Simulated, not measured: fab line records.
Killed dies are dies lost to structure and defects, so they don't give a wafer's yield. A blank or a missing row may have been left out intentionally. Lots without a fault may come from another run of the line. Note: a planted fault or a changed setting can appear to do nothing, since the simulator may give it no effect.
Split-lot experiment + flow n5-finfet + 21 wafers read across 7 lots, on a route 1938 steps long

== SPLIT DETAILS ==
At N5_BEOL_M8_ETCH_62 (etches SOC in N2/H2, target depth 110 nm, overetch 22 nm, time 165 s), the setting source-w was moved away from the recipe's 840 W on 9 of the 21 wafers read, by -7.4% to +17.7%. All remaining wafers had this setting at the recipe value.

The reading comes from the split's own step.

== THE READING ==
rf-vpp-V, in V, at N5_BEOL_M8_ETCH_62 (etches SOC in N2/H2, target depth 110 nm, overetch 22 nm, time 165 s). On this fab line, fault-free wafers typically give 523.7 V with a standard deviation of 2.5 V.

| wafer  | tool, chamber at the split | source-w as run, W | against the recipe | rf-vpp-V, V | against lot-mates on the recipe |
|--------|----------------------------|--------------------|--------------------|-------------|---------------------------------|
| L075.1 | rie-diel-02, 3             | 988.6              | +17.7%             | 499.2       | no lot-mate on the recipe       |
| L075.3 | rie-diel-02, 1             | 988.6              | +17.7%             | 498.6       | no lot-mate on the recipe       |
| L075.5 | rie-diel-02, 1             | 988.6              | +17.7%             | 498.3       | no lot-mate on the recipe       |
| L076.1 | rie-diel-04, 0             | 840                | recipe             | 519.4       | -                               |
| L076.2 | rie-diel-04, 3             | 840                | recipe             | 523.7       | -                               |
| L076.4 | rie-diel-04, 1             | 840                | recipe             | 525.6       | -                               |
| L079.1 | rie-diel-06, 2             | 840                | recipe             | 521.2       | -                               |
| L079.2 | rie-diel-06, 1             | 840                | recipe             | 525.9       | -                               |
| L079.4 | rie-diel-06, 2             | 840                | recipe             | 518.1       | -                               |
| L084.4 | rie-diel-04, 2             | 840                | recipe             | 519.9       | -                               |
| L084.5 | rie-diel-04, 0             | 951                | +13.2%             | 501.5       | -18.4                           |
| L084.6 | rie-diel-04, 1             | 951                | +13.2%             | 503.4       | -16.5                           |
| L088.1 | rie-diel-02, 3             | 840                | recipe             | 528.1       | -                               |
| L088.2 | rie-diel-02, 1             | 778.2              | -7.4%              | 537.2       | +9.1                            |
| L088.4 | rie-diel-02, 0             | 778.2              | -7.4%              | 538.0       | +9.9                            |
| L094.1 | rie-diel-02, 1             | 840                | recipe             | 526.1       | -                               |
| L094.5 | rie-diel-02, 1             | 840                | recipe             | 525.7       | -                               |
| L094.6 | rie-diel-02, 0             | 840                | recipe             | 525.2       | -                               |
| L096.1 | rie-diel-04, 2             | 797                | -5.1%              | 529.1       | +9.6                            |
| L096.4 | rie-diel-04, 0             | 797                | -5.1%              | 531.2       | +11.7                           |
| L096.6 | rie-diel-04, 2             | 840                | recipe             | 519.5       | -                               |

FIT RESULTS
A straight line over all 21 wafers: rf-vpp-V changes by -1.49 V for each +1% of source-w; r = -0.97; the points scatter about the line by 2.9 V.
The same after taking each lot's own level away (the mean of its wafers on the recipe; 18 wafers): -1.39 V for each +1%; r = -0.96; scatter 2.2 V.
According to that fit, moving source-w by its largest amount changes the reading by 25 V.
The lots' own levels span 519.50 to 528.10 V, that is 3.4 times the standard deviation above.
So the lot-to-lot level changes the slope little: the two slopes agree.
Check: with one of the wafers moved furthest among these (+13.2%) left out of the fit, the line predicts -17.7 V for it against its lot-mates. Against them it came out at -18.4 V.
Tool readings at the split's step, against how far the setting was moved: rf-vpp-V r = -0.97.

== THE OTHER SPLITS THESE WAFERS WENT THROUGH ==
These wafers also went through other splits before the reading. Each is held against what the fit with the lots' levels taken away leaves over:
| other split on the same wafers   | wafers away from the commonest value | r with rf-vpp-V (lot level and that fit taken away) |
|----------------------------------|--------------------------------------|-----------------------------------------------------|
| N5_BEOL_M6_TRENCH_ETCH_37 time-s | 8                                    | +0.29                                               |
| N5_BEOL_M8_PECVD_70 temp-c       | 7                                    | +0.14                                               |

== THE FILE'S OWN FIT ==
rf-vpp-V changes by -1.39 V for each +1% of source-w, r = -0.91.
